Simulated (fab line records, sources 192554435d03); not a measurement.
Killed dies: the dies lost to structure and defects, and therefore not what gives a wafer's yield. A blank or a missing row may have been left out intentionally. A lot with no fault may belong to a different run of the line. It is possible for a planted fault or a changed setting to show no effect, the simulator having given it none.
fab line records	flow n5-finfet
record: lots: 15	wafers: 45	last-day: 18
route steps=1938 shown BEOL_M4@1040
lots untouched by any fault: they come from a run of this same line in which no faults occurred
start-h: hours from the record's opening day to when the first of the lot's shown wafers began	wait-h: hours from the lot's prior step to this one	" unchanged from the row above	L1.1+2: one row covering several wafers at once	- no value, or no start given	* or withheld: withheld	< > ~ a bound
route shown NAME@n: names a module that has steps shown in the file, with the first one's number in the route	usual: mean/standard deviation of fault-free wafers	same: alike in all rows	chamber/n: place in a boat	sites: each site's reading	_std_site: standard deviation across them	_edge_site: inner sites' mean taken away from outer sites' mean	radius-mm: for every site, how far away it sits from the centre of the wafer	mask NAME#n: copy n	behind: the most recent tool/chamber to have shaped the wafer	hold: the reason the lot was held/the length of the hold in hours/how it ended	device: transistor that didn't switch, given as n, p or np	end of line: tests run on the same wafers once the route is complete	a step given without rows: its recipe and nothing more	killed: dies that structure and defects cost at the first sort, which is not the same as the wafer's yield	map: dies across one wafer; x = killed, . = not, _ = none there
set.NAME: the run value of the setting; set.NAME@STEP: its run value at that earlier step	model.NAME: the simulator's own value behind a step, which no gauge read
one table for each step of the route and one row for each wafer, over a sample of lots
services: from which hour (start-h, from the record's first day; less than 0 if before it) a tool's chamber was out of use, for how many hours, and why
== steps ==
step: N5_BEOL_M4_ETCH_64
recipe: chemistry: N2/H2	target: SOC	target-depth-a: 750	overetch-a: 225	mask-material: SiARC	temp-c: 40	time-s: 121.9	ion-energy-ev: 200	pressure-mtorr: 30	source-w: 840	bias-w: 150	n2-flow-sccm: 200	h2-flow-sccm: 200
usual: drypump-motor-current-A: 5.5/0.38	h2-flow-sccm: 200.0/0.59	oes-product-au: 0.58/0.058	rf-vpp-V: 523.5/2.6	showerhead-plenum-p-Torr: 2.53/0.095	temp-c: 40.01/0.12	throttle-valve-pct: 17.81/0.24
lot.wafer	tool	chamber	start-h	wait-h	drypump-motor-current-A	h2-flow-sccm	oes-product-au	rf-hours-counter-h	rf-vpp-V	showerhead-plenum-p-Torr	temp-c	throttle-valve-pct
L852.3	rie-diel-02	1	173.87	0.0	4.9	198.9	0.65	29	525.6	2.59	40.13	17.43
L852.4	"	3	"	"	5.4	199.6	0.68	35	525.2	2.57	40.09	17.56
L852.6	"	2	"	"	5.9	200.1	0.55	-	527.6	2.64	40.24	17.98
L851.3	rie-diel-04	1	178.33	0.0	5.3	198.8	0.54	216	525.5	2.61	40.09	17.95
L851.4	"	3	"	"	5.6	200.6	0.54	193	519.7	2.42	40.19	17.82
L851.6	"	0	"	"	5.9	199.6	0.53	-	522.1	2.42	39.88	18.00
L853.2	rie-diel-04	0	187.52	0.0	5.9	199.8	0.53	199	521.7	2.42	39.90	17.99
L853.4	"	2	"	"	4.8	199.7	0.66	44	522.4	2.47	40.02	17.59
L853.5	"	0	"	"	5.9	199.3	0.53	-	520.2	2.42	39.97	17.99
L855.1	rie-diel-05	3	189.62	0.0	5.7	199.8	0.68	19	527.8	2.71	39.98	17.68
L855.4	"	0	"	"	4.9	201.0	0.60	84	523.7	2.57	40.19	17.42
L855.6	"	0	"	"	4.9	200.3	0.59	-	524.1	2.57	40.12	17.43
L854.3	rie-diel-05	0	191.02	0.0	5.0	199.6	0.60	85	524.9	2.57	39.85	17.42
L854.4	"	2	"	"	5.9	199.1	0.54	200	525.3	2.63	39.78	17.84
L854.6	"	0	"	"	5.0	200.0	0.61	-	525.9	2.57	39.95	17.43
L856.1	rie-diel-02	0	191.33	0.0	5.7	200.0	0.55	203	519.9	2.44	39.94	18.11
L856.2	"	3	"	"	5.4	200.1	0.67	40	526.2	2.57	40.13	17.57
L856.5	"	2	"	"	5.9	199.9	0.54	-	525.8	2.64	39.98	18.01
L857.1	rie-diel-04	1	203.97	0.0	5.3	201.0	0.53	224	526.5	2.60	40.13	17.96
L857.4	"	2	"	"	4.8	200.1	0.66	50	522.4	2.47	40.05	17.56
L857.5	"	1	"	"	5.3	200.4	0.53	-	526.2	2.60	40.02	17.97
L860.2	rie-diel-02	1	225.05	0.0	5.0	200.7	0.65	49	524.7	2.58	40.23	17.48
L860.4	"	0	"	"	5.7	200.5	0.53	215	520.3	2.43	40.02	18.13
L860.6	"	1	"	"	5.0	200.0	0.64	-	524.1	2.58	40.12	17.47
L861.1	rie-diel-02	0	234.74	0.0	5.6	201.3	0.53	220	519.1	2.43	39.90	18.14
L861.2	"	2	"	"	5.9	199.5	0.53	219	526.0	2.63	39.99	18.03
L861.4	"	1	"	"	5.0	199.8	0.63	54	525.1	2.58	39.90	17.47
L859.1	rie-diel-02	3	236.03	0.0	5.4	200.1	0.65	57	523.9	2.56	39.87	17.60
L859.5	"	1	"	"	4.9	199.7	0.63	-	523.9	2.58	40.20	17.47
L859.6	"	2	"	"	5.9	200.1	0.53	-	527.3	2.63	40.02	18.04
L862.1	rie-diel-02	2	238.62	0.0	5.9	200.4	0.54	221	526.7	2.63	39.96	18.03
L862.2	"	0	"	"	5.7	199.9	0.53	222	520.0	2.43	40.23	18.12
L862.6	"	2	"	"	5.9	200.4	0.53	-	525.1	2.63	39.91	18.05
L864.3	rie-diel-04	0	246.94	0.0	5.9	200.6	0.54	217	520.5	2.41	40.02	18.04
L864.4	"	3	"	"	5.6	199.7	0.52	215	520.8	2.41	40.20	17.87
L864.5	"	1	"	"	5.3	199.6	0.53	-	525.6	2.60	39.83	17.97
L868.1	rie-diel-05	1	278.65	0.0	5.5	200.7	0.55	222	519.5	2.41	40.11	18.04
L868.2	"	0	"	"	5.0	199.6	0.58	106	523.5	2.56	40.07	17.47
L868.3	"	3	"	"	5.7	200.4	0.64	50	527.6	2.70	39.87	17.72
L869.4	rie-diel-04	3	281.55	0.0	5.6	199.7	0.52	228	521.8	2.41	40.17	17.90
L869.5	"	2	"	"	4.8	200.0	0.64	-	521.9	2.46	40.05	17.63
L869.6	"	3	"	"	5.6	199.5	0.52	-	519.9	2.41	40.18	17.88
L872.4	rie-diel-04	2	304.07	0.1	4.8	199.9	0.63	-	521.7	2.45	39.89	17.63
L872.5	"	0	"	"	5.9	200.3	0.52	-	520.1	2.40	39.94	18.07
L872.6	"	3	"	"	5.6	200.2	0.52	-	521.1	2.40	39.93	17.91
step: N5_BEOL_M4_PEB_26
recipe: peb-temp-c: 100	peb-time-s: 60	resist: CAR-EUV
usual: chill-plate-temp-C: 23.02/0.11	exhaust-pa: 45.0/0.81
lot.wafer	tool	chamber	start-h	wait-h	chill-plate-temp-C	exhaust-pa
L852.3	litho-track-05	0	174.60	0.1	23.02	45.1
L852.4	"	0	"	"	22.93	44.6
L852.6	"	0	"	"	22.91	44.9
L851.3	litho-track-01	0	178.94	0.1	22.89	44.8
L851.4	"	0	"	"	22.82	44.8
L851.6	"	0	"	"	23.00	44.0
L853.2	litho-track-01	0	188.13	0.1	22.97	46.7
L853.4	"	0	"	"	23.10	44.4
L853.5	"	0	"	"	22.94	44.8
L855.1	litho-track-01	0	190.35	0.1	23.22	44.7
L855.4	"	0	"	"	23.06	44.7
L855.6	"	0	"	"	23.17	45.9
L854.3	litho-track-01	0	191.72	0.1	22.89	45.9
L854.4	"	0	"	"	22.97	45.6
L854.6	"	0	"	"	22.99	46.0
L856.1	litho-track-02	0	191.94	0.1	23.10	44.7
L856.2	"	0	"	"	23.13	44.7
L856.5	"	0	"	"	23.10	45.3
L857.1	litho-track-02	0	204.70	0.1	23.29	45.4
L857.4	"	0	"	"	23.12	43.9
L857.5	"	0	"	"	23.18	45.3
L860.2	litho-track-05	-	225.83	0.1	-	-
L860.4	"	-	"	"	-	-
L860.6	"	-	"	"	-	-
L861.1	litho-track-02	-	235.35	0.1	-	-
L861.2	"	-	"	"	-	-
L861.4	"	-	"	"	-	-
L859.1	litho-track-01	-	236.87	0.1	-	-
L859.5	"	-	"	"	-	-
L859.6	"	-	"	"	-	-
L862.1	litho-track-02	0	239.36	0.1	22.90	44.3
L862.2	"	0	"	"	22.78	45.1
L862.6	"	0	"	"	22.94	45.9
L864.3	litho-track-02	0	247.55	0.1	23.08	46.0
L864.4	"	0	"	"	23.10	43.8
L864.5	"	0	"	"	23.05	45.2
L868.1	litho-track-01	0	279.26	0.1	22.87	44.0
L868.2	"	0	"	"	23.11	44.1
L868.3	"	0	"	"	22.98	44.7
L869.4	litho-track-01	0	282.16	0.0	23.00	46.3
L869.5	"	0	"	"	23.08	45.4
L869.6	"	0	"	"	23.03	45.7
L872.4	litho-track-05	0	304.62	0.0	23.13	45.7
L872.5	"	0	"	"	23.01	45.8
L872.6	"	0	"	"	23.02	46.7
step: N5_BEOL_M4_ETCH_77
recipe: chemistry: N2/H2	target: underlayer	target-depth-a: 65	mask-material: CAR-EUV	time-s: 5.2	ion-energy-ev: 200	pressure-mtorr: 30	source-w: 840	bias-w: 150	n2-flow-sccm: 200	h2-flow-sccm: 200	ends: cleared
usual: drypump-motor-current-A: 5.5/0.39	etch-rf-on-time-s: 5.28/0.087	h2-flow-sccm: 200.1/0.63	oes-product-au: 0.65/0.065	rf-vpp-V: 523/3.1	showerhead-plenum-p-Torr: 2.53/0.097	throttle-valve-pct: 17.84/0.23
lot.wafer	tool	chamber	start-h	wait-h	drypump-motor-current-A	etch-rf-on-time-s	h2-flow-sccm	oes-product-au	rf-hours-counter-h	rf-vpp-V	showerhead-plenum-p-Torr	throttle-valve-pct
L852.3	rie-diel-04	0	174.93	0.0	5.9	5.22	199.4	0.59	195	522	2.42	18.03
L852.4	"	1	"	"	5.3	5.16	200.2	0.59	215	526	2.61	17.97
L852.6	"	3	"	"	5.7	5.36	199.9	0.59	-	522	2.42	17.88
L851.3	rie-diel-02	2	179.16	0.0	5.9	5.15	200.2	0.62	196	528	2.64	18.03
L851.4	"	3	"	"	5.4	5.14	199.8	0.76	36	527	2.57	17.61
L851.6	"	2	"	"	5.9	5.17	200.2	0.61	-	525	2.64	18.06
L853.2	rie-diel-04	3	188.35	0.0	5.7	5.43	200.2	0.59	196	520	2.42	17.88
L853.4	"	1	"	"	5.3	5.22	200.7	0.60	219	525	2.60	18.00
L853.5	"	3	"	"	5.6	5.41	200.3	0.59	-	519	2.42	17.87
L855.1	rie-diel-04	3	190.58	0.0	5.7	5.32	201.1	0.59	198	523	2.42	17.85
L855.4	"	0	"	"	5.9	5.21	200.8	0.60	200	520	2.42	18.04
L855.6	"	2	"	"	4.8	5.20	200.1	0.73	-	523	2.47	17.61
L854.3	rie-diel-02	3	191.94	0.0	5.4	5.25	200.3	0.76	40	525	2.57	17.63
L854.4	"	1	"	"	5.0	5.23	200.3	0.74	36	525	2.59	17.49
L854.6	"	1	"	"	4.9	5.21	200.9	0.73	-	525	2.59	17.48
L856.1	rie-diel-02	2	192.16	0.0	5.9	5.21	199.5	0.61	202	527	2.64	18.06
L856.2	"	3	"	"	5.4	5.19	198.9	0.76	40	525	2.57	17.62
L856.5	"	1	"	"	5.0	5.16	199.5	0.73	-	525	2.59	17.50
L857.1	rie-diel-05	1	204.92	0.0	5.5	5.37	200.0	0.62	201	519	2.42	18.02
L857.4	"	2	"	"	5.9	5.26	199.2	0.60	205	527	2.63	17.93
L857.5	"	3	"	"	5.7	5.39	200.9	0.75	-	527	2.71	17.71
L860.2	rie-diel-05	2	226.86	0.0	5.9	5.18	199.0	0.60	217	526	2.63	17.93
L860.4	"	1	"	"	5.5	5.34	199.9	0.61	209	520	2.42	18.06
L860.6	"	0	"	"	5.0	5.25	201.2	0.68	-	527	2.57	17.49
L861.1	rie-diel-02	2	235.88	0.0	5.9	5.20	200.7	0.59	220	524	2.63	18.07
L861.2	"	0	"	"	5.7	5.32	200.5	0.58	220	518	2.43	18.16
L861.4	"	3	"	"	5.4	5.25	199.7	0.73	57	525	2.56	17.63
L859.1	rie-diel-02	2	238.42	0.0	5.9	5.15	199.7	0.59	221	527	2.63	18.07
L859.5	"	2	"	"	5.9	5.20	198.8	0.61	-	525	2.63	18.08
L859.6	"	1	"	"	5.0	5.19	200.2	0.71	-	525	2.58	17.51
L862.1	rie-diel-02	1	240.08	0.0	5.0	5.23	199.8	0.71	56	526	2.58	17.51
L862.2	"	2	"	"	5.9	5.15	199.7	0.59	222	525	2.63	18.08
L862.6	"	2	"	"	5.9	5.19	199.3	0.60	-	527	2.63	18.08
L864.3	rie-diel-04	3	247.77	0.0	5.7	5.38	200.5	0.58	215	518	2.41	17.88
L864.4	"	0	"	"	5.8	5.28	199.9	0.59	217	517	2.41	18.07
L864.5	"	3	"	"	5.6	5.37	200.1	0.59	-	521	2.41	17.89
L868.1	rie-diel-02	1	279.48	0.0	5.0	5.29	200.2	0.69	70	525	2.57	17.53
L868.2	"	2	"	"	5.9	5.17	198.9	0.59	236	527	2.63	18.12
L868.3	"	3	"	"	5.4	5.30	200.6	0.71	73	526	2.56	17.67
L869.4	rie-diel-04	3	282.38	0.0	5.6	5.43	198.8	0.58	228	521	2.41	17.92
L869.5	"	1	"	"	5.3	5.24	200.1	0.59	-	526	2.59	18.03
L869.6	"	0	"	"	5.9	5.30	200.8	0.57	-	520	2.41	18.09
L872.4	rie-diel-04	0	304.87	0.0	5.9	5.37	199.7	0.55	-	520	2.40	18.12
L872.5	"	3	"	"	5.6	5.44	198.6	0.56	-	521	2.40	17.92
L872.6	"	2	"	"	4.8	5.35	199.6	0.69	-	520	2.45	17.68
step: N5_BEOL_M4_ALD_98
recipe: material: SiO2	target-thk-a: 25	temp-c: 100	ald-precursor-family: BDEAS	ald-co-reactant: O2-plasma	pulse-time-s: 1	co-reactant-pulse-time-s: 1	purge-time-s: 2	co-reactant-purge-time-s: 2	ald-cycles: 17	pressure-torr: 2
usual: heater-power-w: 80/8	precursor-pulse-height-rel: 0.997/0.021
same: ald-cycles: 17
lot.wafer	tool	chamber	start-h	wait-h	heater-power-w	precursor-pulse-height-rel
L852.3	ald-sin-03	1	175.03	0.1	84	1.008
L852.4	"	3	"	"	83	0.948
L852.6	"	1	"	"	85	0.984
L851.3	ald-sin-03	0	179.54	0.3	85	0.990
L851.4	"	3	"	"	83	0.992
L851.6	"	2	"	"	81	1.002
L853.2	ald-sin-01	1	188.54	0.1	79	0.985
L853.4	"	2	"	"	98	1.013
L853.5	"	1	"	"	78	1.015
L855.1	ald-sin-03	0	190.96	0.3	86	1.005
L855.4	"	3	"	"	81	1.012
L855.6	"	2	"	"	83	1.027
L854.3	ald-sin-04	2	192.04	0.1	64	0.966
L854.4	"	0	"	"	79	1.009
L854.6	"	1	"	"	77	0.980
L856.1	ald-sin-01	3	192.26	0.1	80	0.990
L856.2	"	1	"	"	79	0.962
L856.5	"	2	"	"	98	0.972
L857.1	ald-sin-01	1	205.17	0.2	81	0.999
L857.4	"	2	"	"	97	0.973
L857.5	"	3	"	"	81	1.018
L860.2	ald-sin-03	1	227.26	0.4	85	0.981
L860.4	"	2	"	"	81	1.004
L860.6	"	3	"	"	82	0.978
L861.1	ald-sin-04	2	236.29	0.4	65	1.034
L861.2	"	0	"	"	77	1.010
L861.4	"	3	"	"	74	0.988
L859.1	ald-sin-04	2	238.52	0.1	67	1.024
L859.5	"	1	"	"	79	0.952
L859.6	"	2	"	"	65	1.003
L862.1	ald-sin-01	3	240.18	0.1	81	1.017
L862.2	"	2	"	"	99	1.042
L862.6	"	0	"	"	69	1.040
L864.3	ald-sin-03	3	247.87	0.1	83	0.971
L864.4	"	0	"	"	87	1.003
L864.5	"	2	"	"	83	1.004
L868.1	ald-sin-01	3	280.05	0.5	81	0.982
L868.2	"	0	"	"	68	0.959
L868.3	"	2	"	"	98	0.996
L869.4	ald-sin-03	2	282.52	0.1	80	1.001
L869.5	"	2	"	"	78	0.983
L869.6	"	1	"	"	83	0.960
L872.4	ald-sin-01	2	305.06	0.1	100	1.018
L872.5	"	1	"	"	81	1.030
L872.6	"	0	"	"	69	0.974
== services ==
tool	chamber	start-h	hours	kind
rie-diel-04	1	165.57	6.6	repair
rie-diel-02	1	169.13	2.1	repair
ald-sin-04	-	177.36	14.0	pm
ald-sin-01	0	191.01	13.1	repair
ald-sin-04	-	203.79	6.0	pm
rie-diel-04	-	212.45	14.6	pm
rie-diel-05	0	213.96	11.5	repair
litho-track-01	-	235.54	-	consumable-replace:filter
ald-sin-01	1	238.70	24.6	repair
rie-diel-05	1	253.43	2.5	repair
litho-track-01	-	264.64	-	consumable-replace:filter
ald-sin-03	-	268.25	14.0	pm
ald-sin-03	0	268.25	14.0	vent-cycle
ald-sin-04	3	270.22	2.1	repair
rie-diel-02	-	273.16	0.6	repair
rie-diel-05	-	278.82	0.5	repair
ald-sin-01	1	280.70	10.9	repair
rie-diel-05	2	282.21	3.3	repair
ald-sin-04	2	285.91	5.7	repair
rie-diel-04	1	289.29	-	clean
rie-diel-04	1	289.29	-	consumable-replace:focus-ring
rie-diel-04	1	289.29	17.8	scheduled-down
rie-diel-04	1	289.29	17.8	vent-cycle
ald-sin-01	-	294.86	0.6	repair
== key ==
first-sign: step: N5_BEOL_M4_PEB_26	reading: tool-record	direction: missing
effect none on later readings
met-at N5_BEOL_M4_PEB_26
struck-lots L859,L860,L861
later-rows-left-out L859.1,L859.5,L859.6,L860.2,L860.4,L860.6,L861.1,L861.2,L861.4
sort-left-out L859.1,L859.5,L859.6,L860.2,L860.4,L860.6,L861.1,L861.2,L861.4
not-acting-at N5_BEOL_M4_ETCH_64,N5_BEOL_M4_ETCH_77,N5_BEOL_M4_ALD_98
onset-between 204.70 225.83
fault: kind: skipped-step-whole	tool: litho-track-01,litho-track-02,litho-track-05	chamber: -	onset-h: 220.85	steps: N5_BEOL_M4_PEB_26	scope: struck-lots-only
sort-left-out: the simulated sort isn't trusted on such a fault, so these wafers' sort isn't shown, and their yield isn't known
later-rows-left-out: the simulator's readings of these wafers behind a module that went badly wrong aren't trusted and aren't shown, but for the sort
